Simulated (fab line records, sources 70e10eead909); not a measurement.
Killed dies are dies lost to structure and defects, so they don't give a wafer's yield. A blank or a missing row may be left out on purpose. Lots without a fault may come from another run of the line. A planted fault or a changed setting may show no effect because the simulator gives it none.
Which tool did it? | flow nand_harc | 9 lots, 27 wafers sampled, at 6 steps of a route of 1302

WHAT THE GAUGES READ, wafer by wafer
NHARC_END_WLT_00.
lot  | measured     | on        | VT_DECK1_BOTTOM                     | VT_DECK1_BOTTOM_INNER               | VT_DECK1_MEDIAN_NEAR_BOTTOM         | VT_DECK1_MEDIAN_NEAR_BOTTOM_INNER   | VT_DECK1_MIDDLE                     | VT_DECK1_MIDDLE_INNER               | VT_DECK1_TOP                        | VT_DECK1_TOP_INNER                  | VT_DECK2_BOTTOM                     | VT_DECK2_BOTTOM_INNER               | VT_DECK2_MEDIAN_NEAR_BOTTOM         | VT_DECK2_MEDIAN_NEAR_BOTTOM_INNER   | VT_DECK2_MIDDLE                     | VT_DECK2_MIDDLE_INNER               | VT_DECK2_TOP                        | VT_DECK2_TOP_INNER
L701 | day 24 23:11 | prober-01 | 0.873 0.873 0.871                   | 0.883 0.873 0.870                   | 0.879 0.881 0.873                   | 0.881 0.869 0.878                   | 0.894 0.890 0.884                   | 0.891 0.892 0.893                   | 0.900 0.907 0.901                   | 0.912 0.908 0.893                   | 0.865 0.874 0.859                   | 0.874 0.870 0.870                   | 0.864 0.871 0.861                   | 0.870 0.867 0.866                   | 0.870 0.887 0.890                   | 0.884 0.887 0.889                   | 0.897 0.895 0.894                   | 0.898 0.894 0.907
L706 | day 27 05:38 | prober-01 | 0.998 0.988 1.003 0.991 0.991 0.995 | 0.995 0.996 0.998 1.001 0.989 0.997 | 0.992 0.991 1.007 0.988 0.991 0.998 | 0.997 0.991 1.006 0.993 0.991 1.005 | 1.022 1.016 1.018 1.012 1.020 1.021 | 1.014 1.011 1.014 1.026 1.018 1.018 | 1.038 1.036 1.040 1.036 1.034 1.037 | 1.032 1.041 1.046 1.038 1.033 1.033 | 0.875 0.872 0.869 0.867 0.870 0.874 | 0.875 0.879 0.876 0.881 0.870 0.864 | 0.877 0.879 0.873 0.875 0.870 0.874 | 0.877 0.873 0.870 0.875 0.872 0.873 | 0.883 0.886 0.893 0.888 0.886 0.884 | 0.892 0.887 0.879 0.888 0.891 0.887 | 0.900 0.901 0.904 0.898 0.893 0.898 | 0.890 0.905 0.907 0.900 0.901 0.898
L707 | day 27 05:39 | prober-02 | 1.000 0.999 1.002 0.999 0.995 1.007 | 1.003 0.993 1.003 1.005 0.999 1.013 | 1.008 0.998 1.002 1.002 0.993 1.009 | 1.002 0.998 1.004 0.997 0.998 0.995 | 1.020 1.023 1.022 1.015 1.015 1.031 | 1.018 1.022 1.030 1.023 1.016 1.014 | 1.040 1.044 1.043 1.044 1.042 1.043 | 1.041 1.041 1.041 1.033 1.044 1.049 | 0.863 0.866 0.868 0.873 0.866 0.866 | 0.865 0.868 0.863 0.860 0.854 0.861 | 0.858 0.863 0.868 0.863 0.865 0.865 | 0.865 0.865 0.865 0.861 0.858 0.863 | 0.871 0.882 0.880 0.869 0.872 0.874 | 0.871 0.877 0.874 0.873 0.877 0.879 | 0.891 0.897 0.894 0.894 0.884 0.891 | 0.880 0.889 0.894 0.890 0.883 0.882
L714 | day 30 13:44 | prober-02 | 0.870 0.875 0.866                   | 0.864 0.875 0.856                   | 0.871 0.870 0.857                   | 0.862 0.873 0.860                   | 0.877 0.877 0.874                   | 0.872 0.884 0.879                   | 0.891 0.886 0.889                   | 0.895 0.886 0.891                   | 0.861 0.861 0.869                   | 0.861 0.866 0.865                   | 0.866 0.868 0.868                   | 0.864 0.865 0.865                   | 0.881 0.888 0.889                   | 0.878 0.880 0.883                   | 0.896 0.898 0.904                   | 0.900 0.890 0.900
L715 | day 30 21:38 | prober-01 | 0.863 0.869 0.868                   | 0.871 0.872 0.862                   | 0.863 0.869 0.863                   | 0.874 0.866 0.870                   | 0.883 0.883 0.869                   | 0.880 0.876 0.879                   | 0.890 0.884 0.892                   | 0.891 0.889 0.890                   | 0.884 0.876 0.884                   | 0.881 0.884 0.875                   | 0.879 0.880 0.883                   | 0.880 0.876 0.880                   | 0.902 0.892 0.897                   | 0.899 0.896 0.899                   | 0.909 0.907 0.911                   | 0.906 0.915 0.914
L717 | day 31 04:26 | prober-01 | 0.886 0.882 0.875                   | 0.883 0.886 0.881                   | 0.890 0.877 0.883                   | 0.886 0.882 0.876                   | 0.894 0.893 0.889                   | 0.902 0.891 0.889                   | 0.910 0.910 0.921                   | 0.906 0.914 0.900                   | 0.873 0.883 0.875                   | 0.874 0.882 0.876                   | 0.879 0.887 0.884                   | 0.881 0.886 0.879                   | 0.889 0.887 0.901                   | 0.890 0.893 0.888                   | 0.905 0.903 0.896                   | 0.900 0.908 0.909
L716 | day 30 20:28 | prober-02 | 0.860 0.872 0.866                   | 0.868 0.865 0.864                   | 0.869 0.868 0.873                   | 0.871 0.874 0.865                   | 0.880 0.877 0.878                   | 0.876 0.872 0.871                   | 0.890 0.893 0.892                   | 0.889 0.885 0.888                   | 0.877 0.883 0.874                   | 0.874 0.880 0.867                   | 0.884 0.881 0.877                   | 0.892 0.876 0.876                   | 0.888 0.896 0.894                   | 0.884 0.893 0.894                   | 0.912 0.911 0.900                   | 0.910 0.906 0.898
L722 | day 34 04:40 | prober-01 | 0.872 0.881 0.870                   | 0.879 0.871 0.869                   | 0.881 0.883 0.872                   | 0.889 0.876 0.872                   | 0.889 0.897 0.887                   | 0.892 0.889 0.887                   | 0.901 0.902 0.901                   | 0.897 0.891 0.899                   | 0.890 0.882 0.886                   | 0.879 0.877 0.871                   | 0.879 0.881 0.881                   | 0.878 0.874 0.882                   | 0.894 0.895 0.895                   | 0.884 0.895 0.885                   | 0.903 0.898 0.903                   | 0.905 0.906 0.901
L723 | day 34 05:10 | prober-02 | 0.865 0.866 0.869                   | 0.872 0.876 0.871                   | 0.868 0.869 0.866                   | 0.865 0.868 0.865                   | 0.885 0.887 0.886                   | 0.886 0.876 0.878                   | 0.889 0.891 0.901                   | 0.899 0.897 0.894                   | 0.877 0.877 0.878                   | 0.886 0.885 0.886                   | 0.888 0.886 0.889                   | 0.882 0.884 0.883                   | 0.902 0.891 0.896                   | 0.900 0.901 0.892                   | 0.907 0.907 0.904                   | 0.896 0.908 0.907

NHARC_END_SORT_01.
lot  | measured     | on        | killed_at_array | killed_at_other | killed_at_periphery | killed_dies | killed_open | killed_short
L701 | day 25 02:49 | prober-01 | 69 57 56        | 2 1 2           | 4 2 0               | 75 60 58    | 1 4 5       | 3 0 3
L706 | day 27 18:45 | prober-01 | 101 80 70       | 1 0 0           | 3 5 4               | 105 85 74   | 4 2 5       | 1 1 0
L707 | day 27 18:23 | prober-02 | 23 20 28        | 4 0 1           | 3 5 1               | 30 25 30    | 3 5 5       | 0 4 1
L714 | day 30 17:19 | prober-02 | 25 33 29        | 0 0 0           | 2 10 4              | 27 43 33    | 1 4 4       | 0 4 2
L715 | day 31 01:32 | prober-01 | 65 66 55        | 2 0 2           | 2 2 5               | 69 68 62    | 2 1 3       | 1 4 2
L717 | day 31 07:44 | prober-01 | 80 77 68        | 1 0 0           | 6 10 8              | 87 87 76    | 3 5 2       | 1 4 3
L716 | day 30 23:29 | prober-02 | 45 40 49        | 0 0 1           | 5 4 6               | 50 44 56    | 3 3 3       | 1 5 2
L722 | day 34 08:01 | prober-01 | 60 40 62        | 0 1 0           | 3 4 5               | 63 45 67    | 3 1 5       | 4 2 3
L723 | day 34 08:46 | prober-02 | 51 36 42        | 1 0 0           | 1 2 0               | 53 38 42    | 3 1 2       | 3 3 4

WHICH TOOL RAN EACH LOT (tool, then ch and the chambers of the sampled wafers, then the start)
lot  | NHARC_A_CHANNEL_HOLE_D1_ETCH_44    | NHARC_A_CHANNEL_HOLE_D1_XSEM_31 | NHARC_A_CHANNEL_FILL_D1_ETCHBACK_19 | NHARC_A_CHANNEL_FILL_D1_CVD_05
L701 | rie_diel-10 ch 1,2, day 9 09:52    | xsem-02 ch 0, day 9 10:46       | rie_si-02 ch 1,2, day 10 13:03      | lpcvd_poly-01 ch 0, day 10 16:07
L706 | rie_diel-12 ch 0,3, day 11 14:17   | xsem-02 ch 0, day 11 15:17      | rie_si-04 ch 1,2,3, day 12 17:08    | lpcvd_poly-01 ch 0, day 12 19:44
L707 | rie_diel-10 ch 1,2,3, day 11 17:48 | xsem-01 ch 0, day 11 18:40      | rie_si-06 ch 0,1,2, day 12 17:08    | lpcvd_poly-01 ch 0, day 12 19:44
L714 | rie_diel-10 ch 0,2,3, day 15 04:06 | xsem-02 ch 0, day 15 04:59      | rie_si-02 ch 0,2, day 16 05:40      | lpcvd_poly-02 ch 0, day 16 08:36
L715 | rie_diel-07 ch 0,1,3, day 15 04:34 | xsem-01 ch 0, day 15 05:31      | rie_si-06 ch 0,2,3, day 16 05:40    | lpcvd_poly-02 ch 0, day 16 08:36
L717 | rie_diel-07 ch 0,1,2, day 15 15:18 | xsem-01 ch 0, day 15 16:13      | rie_si-02 ch 0,1,2, day 16 16:40    | lpcvd_poly-01 ch 0, day 16 19:17
L716 | rie_diel-10 ch 0,2,3, day 15 16:14 | xsem-02 ch 0, day 15 17:06      | rie_si-06 ch 1,2, day 16 16:40      | lpcvd_poly-01 ch 0, day 16 19:17
L722 | rie_diel-12 ch 0,2,3, day 18 03:19 | xsem-02 ch 0, day 18 04:18      | rie_si-06 ch 2,3, day 19 04:47      | lpcvd_poly-01 ch 0, day 19 07:47
L723 | rie_diel-10 ch 0,1,2, day 18 07:04 | xsem-01 ch 0, day 18 07:56      | rie_si-04 ch 1,2, day 19 08:10      | lpcvd_poly-02 ch 0, day 19 10:57
- NHARC_A_CHANNEL_HOLE_D1_ETCH_44: etches the open film in CF4/O2, target depth 140 nm, overetch 14 nm, time 77 s.
- NHARC_A_CHANNEL_HOLE_D1_XSEM_31
- NHARC_A_CHANNEL_FILL_D1_ETCHBACK_19: etches the open film in HBr/Cl2, target depth 5 nm, time 1.7 s.
- NHARC_A_CHANNEL_FILL_D1_CVD_05: deposits poly-Si, target thk 5 nm.

WHAT THE TOOLS THEMSELVES READ (means of the sampled wafers that have a number; where no wafer has one, the mark that the record gives instead)
NHARC_A_CHANNEL_HOLE_D1_ETCH_44.
lot  | tool        | drypump_motor_current_A (A) | oes_product_au (a.u.) | rf_vpp_V (V) | showerhead_plenum_p_Torr (Torr) | throttle_valve_pct (%)
L701 | rie_diel-10 | 5.2                         | 0.998                 | 197.9        | 1.34                            | 13.395
L706 | rie_diel-12 | 6.0                         | 1.006                 | 196.9        | 1.29                            | 13.399
L707 | rie_diel-10 | 5.3                         | 0.995                 | 198.1        | 1.30                            | 13.402
L714 | rie_diel-10 | 5.4                         | 1.009                 | 198.1        | 1.36                            | 13.392
L715 | rie_diel-07 | 5.5                         | 0.998                 | 196.1        | 1.29                            | 13.395
L717 | rie_diel-07 | 5.5                         | 1.006                 | 196.8        | 1.27                            | 13.398
L716 | rie_diel-10 | 5.4                         | 1.010                 | 198.6        | 1.36                            | 13.395
L722 | rie_diel-12 | 6.1                         | 0.997                 | 196.1        | 1.28                            | 13.399
L723 | rie_diel-10 | 5.3                         | 1.007                 | 197.2        | 1.35                            | 13.400

NHARC_A_CHANNEL_HOLE_D1_XSEM_31.
lot  | tool    | bot_cd_nm (nm) | bow_nm (nm) | tilt_deg (degrees)
L701 | xsem-02 | 73.9           | 8.34        | 0.06
L706 | xsem-02 | 74.1           | 8.40        | 0.04
L707 | xsem-01 | 73.8           | 8.92        | 0.10
L714 | xsem-02 | 75.3           | 8.87        | 0.08
L715 | xsem-01 | 74.2           | 8.54        | 0.09
L717 | xsem-01 | 74.7           | 8.24        | 0.08
L716 | xsem-02 | 74.4           | 8.86        | 0.09
L722 | xsem-02 | 73.9           | 8.54        | 0.09
L723 | xsem-01 | 74.8           | 8.28        | 0.00

NHARC_A_CHANNEL_FILL_D1_ETCHBACK_19.
lot  | tool      | drypump_motor_current_A (A) | oes_product_au (a.u.) | throttle_valve_pct (%)
L701 | rie_si-02 | 5.6                         | 0.991                 | 26.407
L706 | rie_si-04 | 5.9                         | 0.997                 | 26.402
L707 | rie_si-06 | 6.2                         | 0.998                 | 26.405
L714 | rie_si-02 | 5.4                         | 1.000                 | 26.409
L715 | rie_si-06 | 6.0                         | 1.001                 | 26.399
L717 | rie_si-02 | 5.6                         | 0.997                 | 26.406
L716 | rie_si-06 | 6.3                         | 1.004                 | 26.409
L722 | rie_si-06 | 6.2                         | 1.001                 | 26.403
L723 | rie_si-04 | 5.8                         | 1.006                 | 26.401

NHARC_A_CHANNEL_FILL_D1_CVD_05.
lot  | tool          | spike_tc_bottom_C (C) | spike_tc_centre_C (C) | spike_tc_lower_C (C) | spike_tc_top_C (C) | spike_tc_upper_C (C)
L701 | lpcvd_poly-01 | 570.8                 | 551.2                 | 551.5                | 567                | 548.7
L706 | lpcvd_poly-01 | 590.7                 | 571.9                 | 571.5                | 587                | 570.1
L707 | lpcvd_poly-01 | 590.6                 | 572.2                 | 571.1                | 587                | 569.9
L714 | lpcvd_poly-02 | 570.5                 | 551.2                 | 550.7                | 573                | 550.0
L715 | lpcvd_poly-02 | 570.6                 | 552.1                 | 549.8                | 573                | 549.7
L717 | lpcvd_poly-01 | 569.5                 | 550.6                 | 551.1                | 568                | 550.3
L716 | lpcvd_poly-01 | 569.4                 | 550.1                 | 550.6                | 568                | 549.3
L722 | lpcvd_poly-01 | 570.5                 | 551.9                 | 551.5                | 566                | 549.0
L723 | lpcvd_poly-02 | 570.1                 | 550.6                 | 550.7                | 574                | 550.0

THE ANSWER, worked out from the rows above alone
Rule: what is usual is taken from the lots themselves. Put in order of their means at a reading, lots are off if they are a third of the lots or fewer, leave a main group of 4 or more, and stand apart from it by a gap of 3 or more times the standard deviation of the main group's means; of several such gaps the widest counts. A main group whose means are all the same, to the digits that the tables above print for the reading, isn't used. A lot without any number at a reading at which 4 lots or more have one is off too. The other lots that the step has rows for count as sound. The gauges are gone through in route order, then the tools' own readings, and for those a lot's mean is taken as printed above. The first step at which some lot is off is used, and at that step the reading that is off furthest; a lot without a number counts as furthest.
Off: L706, L707, at NHARC_END_WLT_00 (VT_DECK1_BOTTOM). The main group: mean 0.871, standard deviation 0.005.
A tool fits if, at a process step before that reading, it ran every lot that is off, and no sound lot after the first of them. The gauges at NHARC_END_WLT_00 aren't tried: what is off there is off at NHARC_A_CHANNEL_FILL_D1_CVD_05 too, on other tools, and a gauge's error can't cause that. None of those tried fits.

WHAT THE SIMULATOR HAD PUT IN
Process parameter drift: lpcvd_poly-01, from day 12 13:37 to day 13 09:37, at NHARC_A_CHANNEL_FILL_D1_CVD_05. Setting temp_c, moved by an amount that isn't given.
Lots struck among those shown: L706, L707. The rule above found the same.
